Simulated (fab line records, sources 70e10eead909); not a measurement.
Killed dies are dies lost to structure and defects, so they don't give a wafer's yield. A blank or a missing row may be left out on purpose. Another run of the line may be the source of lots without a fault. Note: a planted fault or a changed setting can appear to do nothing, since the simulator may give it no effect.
Chamber matching	flow nand-harc	NHARC_A_STAIRCASE_DESCUM_312 on rie-diel-13 has 4 sister chambers
The step chemistry O2, time 3 s. 22 wafers are shown with their chamber, then 11 later ones without.

== WAFERS, EACH WITH ITS CHAMBER ==
wafer	chamber	drypump-motor-current-A (A)	showerhead-plenum-p-Torr (Torr)	oes-product-au (a.u.)
L078.1	2	5.1	1.97	1.014
L078.3	3	5.5	1.93	1.020
L078.4	1	5.9	1.86	0.997
L077.3	0	5.3	1.93	1.006
L077.5	3	5.5	1.93	1.009
L077.6	0	5.3	1.93	0.996
L079.1	0	5.3	1.93	1.018
L079.5	3	5.5	1.93	1.010
L079.6	1	5.9	1.86	0.991
L082.1	3	5.5	1.92	0.998
L082.3	1	5.9	1.86	0.985
L082.4	2	5.2	1.96	0.996
L080.2	1	5.9	1.86	1.000
L080.3	2	5.1	1.96	1.005
L080.6	3	5.5	1.92	1.009
L085.1	2	5.1	1.96	1.002
L085.3	0	5.3	1.92	0.992
L085.4	2	5.1	1.96	1.010
L086.2	2	5.2	1.96	1.005
L086.5	2	5.1	1.96	1.007
L086.6	1	5.9	1.85	0.990
L087.2	0	5.4	1.92	1.002

SIGNATURES (averages over the wafers above)
reading	chamber 0	chamber 1	chamber 2	chamber 3	scatter within a chamber
drypump-motor-current-A	5.320	5.900	5.129	5.500	0.0352
showerhead-plenum-p-Torr	1.9260	1.8580	1.9614	1.9260	0.00475
oes-product-au	1.00280	0.99260	1.00557	1.00920	0.0074
Rule: for a wafer and a chamber, the distance is found by dividing, reading by reading, the gap between the wafer's reading and the chamber's mean by the reading's scatter, squaring, summing and taking the root. If the next closest chamber is less than 2 further off than the closest, the wafer can't be placed; otherwise it belongs to the closest. The scatter: take each reading less its chamber's mean, square it, sum over the shown wafers, divide by the number of wafers less the number of chambers, and take the root.

== WAFERS WHOSE CHAMBER IS MISSING ==
wafer	drypump-motor-current-A (A)	showerhead-plenum-p-Torr (Torr)	oes-product-au (a.u.)
L087.3	5.5	1.92	0.994
L087.6	5.5	1.92	0.994
L093.4	5.5	1.91	0.991
L093.5	5.2	1.95	1.000
L093.6	5.5	1.91	0.984
L095.1	5.5	1.91	0.992
L095.4	5.3	1.91	0.995
L095.6	5.9	1.85	0.988
L096.4	5.9	1.85	0.988
L096.5	5.9	1.85	0.996
L096.6	5.1	1.95	1.012

== EACH ONE'S CHAMBER ==
wafer	from the rows above	in truth
L087.3	3	3
L087.6	3	3
L093.4	3	3
L093.5	2	2
L093.6	can't be placed: 3 or 0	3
L095.1	3	3
L095.4	0	0
L095.6	1	1
L096.4	1	1
L096.5	1	1
L096.6	2	2
Correctly placed: 10 of 11. These rows do not allow placing 1 (true chamber among the candidates in 1). Placed wrongly: 0.
